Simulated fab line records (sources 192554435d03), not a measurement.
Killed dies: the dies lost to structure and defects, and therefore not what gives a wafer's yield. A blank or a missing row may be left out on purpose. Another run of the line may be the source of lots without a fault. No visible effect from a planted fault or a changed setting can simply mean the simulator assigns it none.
Matching of chambers :: flow n5-finfet :: N5_BEOL_M14_DEP_53 on pecvd-03: 3 sister chambers
The step deposits SiCN from 3MS/NH3, target thk 50 nm, time 17.8 s. 3 wafers are shown with their chamber, then 8 later ones without.

== WAFERS PAIRED WITH THEIR CHAMBERS ==
wafer: L083.5
chamber: 1
throttle-valve-pct (%): 18.3

wafer: L088.4
chamber: 2
throttle-valve-pct (%): 16.9

wafer: L086.1
chamber: 0
throttle-valve-pct (%): 17.6

== WAFERS MISSING THEIR CHAMBER ==
wafer: L086.3
throttle-valve-pct (%): 17.7

wafer: L086.4
throttle-valve-pct (%): 17.2

wafer: L091.3
throttle-valve-pct (%): 17.5

wafer: L091.5
throttle-valve-pct (%): 16.9

wafer: L091.6
throttle-valve-pct (%): 17.8

wafer: L096.1
throttle-valve-pct (%): 17.7

wafer: L096.4
throttle-valve-pct (%): 17.2

wafer: L096.5
throttle-valve-pct (%): 17.6

== WHICH CHAMBER EACH WENT THROUGH ==
wafer: L086.3
from the rows above: 0
in truth: 0

wafer: L086.4
from the rows above: can't be placed: 2 or 0
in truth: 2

wafer: L091.3
from the rows above: 0
in truth: 0

wafer: L091.5
from the rows above: 2
in truth: 2

wafer: L091.6
from the rows above: can't be placed: 0 or 1
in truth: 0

wafer: L096.1
from the rows above: 0
in truth: 0

wafer: L096.4
from the rows above: can't be placed: 2 or 0
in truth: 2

wafer: L096.5
from the rows above: 0
in truth: 0
Correct placement for 5 of the 8. From these rows, 3 cannot be placed; in 3 the true chamber is one of the candidates. Placed wrongly: 0.
How it was worked out, from the rows above alone: a wafer's distance from a chamber is the root of the sum, over the readings, of the square of ((its reading less the chamber's mean) divided by the reading's scatter). The wafer belongs to the nearest chamber; if the next one is less than 2 further off, it can't be placed. For every chamber, the mean is computed from those of its wafers that are shown. The scatter: with one shown wafer a chamber, the root of the mean of the squares of how far each hidden wafer lies from its nearest shown one.
